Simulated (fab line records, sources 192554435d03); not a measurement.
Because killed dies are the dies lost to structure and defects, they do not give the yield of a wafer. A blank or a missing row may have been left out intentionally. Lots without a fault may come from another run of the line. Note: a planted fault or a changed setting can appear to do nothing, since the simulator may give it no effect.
Struck lot and sound lot, side by side ; flow n5Finfet ; 16 steps out of a route of 1938
Sound: these wafers, L165.1, L165.3, L165.6. Struck: wafer L179.6 (L179.3, L179.5, from the same lot, were not struck and are left out); the cause is given at the end.
Per side, at each step with rows, come the tool, then ch with its chambers, and then its first start. Under that, the readings that differ: sound wafers ; struck wafers ; difference of the means ; sigmas: that difference in standard deviations of wafers without a fault.
alike: readings with means less than 2 such deviations apart, plus words and numbers identical on both sides. not compared: withheld readings, readings lacking a value on some wafer, bounds such as >300 that could conceal the same value, and numbers that have no deviation in the record and whose values overlap.
A row with sigmas, a row that says differs or no value, or rows on one side alone: a step with any of these is where the two part. When numbers do not overlap yet have no deviation, they are printed without sigmas and do not part them. Lack of a reading on every wafer of one side parts them only where that side has two or more wafers.

N5_BEOL_M4_ETCH_41: etches SiCN in CH3F/O2, target depth 29.9 nm, time 52.5 s.
  sound: rieDiel-01 ch 1,3; struck: rieDiel-02 ch 1
  alike: drypumpMotorCurrentA, oesProductAu, rfVppV, showerheadPlenumPTorr, throttleValvePct
  not compared: rfHoursCounterH
then, 1 step without rows for these wafers: N5_BEOL_M4_STRIP_97 (strips in N2/H2, time 10 s).
N5_BEOL_M4_OCD_MEAS_38:
  sound on ocd-01, day 7 21:29; struck on ocd-02, day 11 18:53
reading;sound;struck;difference;sigmas
trenchDepthNm (nm);55.5 56.4 56.1;54.5;-1.5;-2
then, 4 steps without rows for these wafers: N5_BEOL_M4_HM_STRIP_39 (strips TiN in peroxide tin strip, target depth 25 nm, time 158 s); N5_BEOL_M4_SRD_40 (time 30 s); N5_BEOL_M4_PRECLEAN_42 (cleans in residue remover, time 60 s); N5_BEOL_M4_SRD_43 (time 30 s).
N5_BEOL_M4_CD_MEAS_35: target cd 18 nm, target cd y 22.4 nm.
  sound on cdSem-01, day 7 21:39; struck on cdSem-01, day 11 19:02
  alike: cdNm
N5_BEOL_M4_DEGAS_44: time 60 s.
  sound on pvdSputter-02, day 7 22:04; struck on pvdSputter-03, day 11 19:13
  alike: heaterPowerW
N5_BEOL_M4_PRE_CLEAN_45: time 30 s.
  sound on pvdSputter-02, day 7 22:06; struck on pvdSputter-03, day 11 19:16
  alike: heaterPowerW
then, 1 step without rows for these wafers: N5_BEOL_M4_ALD_84 (deposits TaN, pulse time 2 s, purge time 3 s, co reactant purge time 2 s).
N5_BEOL_M4_SURFACE_TREAT_85:
  sound on pvdSputter-01, day 7 22:26; struck on pvdSputter-03, day 11 19:35
  not compared: throttleValvePct
N5_BEOL_M4_CVD_47: deposits Co from CCTBA/H2, target thk 3 nm, time 223.8 s.
  sound on cvdCo-01 ch 0,1, day 7 22:36; struck on cvdCo-01 ch 2, day 11 19:40
reading;sound;struck;difference;sigmas
runLengthS (s);246.3 246.5 247.2;383.3;+136.6;+99 or more
N5_BEOL_M4_SPUTTER_48: material Cu, target thk 4.5 nm, time 8.29 s.
  sound on pvdSputter-03, day 7 23:32; struck on pvdSputter-03, day 11 19:49
reading;sound;struck;difference;sigmas
chuckGasFlowSccm (sccm);1.23 1.23 1.17;1.37;+0.16;+3
  alike: throttleValvePct
N5_BEOL_M4_RC_MEAS_101:
  sound on prober-01 ch 0, day 8 02:25; struck on prober-01 ch 0, day 11 23:13
  alike: DIBL_N, DIBL_P, IOFF_N, IOFF_P, ION_N, ION_P, SS_N, SS_P, VT_N, VT_P
N5_PASSIVATION_PROBE_49:
  the record has rows for the sound wafers here (prober-01, day 12 08:55) and none for the struck ones

== WHERE THEY PART ==
Last at N5_PASSIVATION_PROBE_49 as far as this record goes, first at N5_BEOL_M4_OCD_MEAS_38.

WHY: what had been put in by the simulator
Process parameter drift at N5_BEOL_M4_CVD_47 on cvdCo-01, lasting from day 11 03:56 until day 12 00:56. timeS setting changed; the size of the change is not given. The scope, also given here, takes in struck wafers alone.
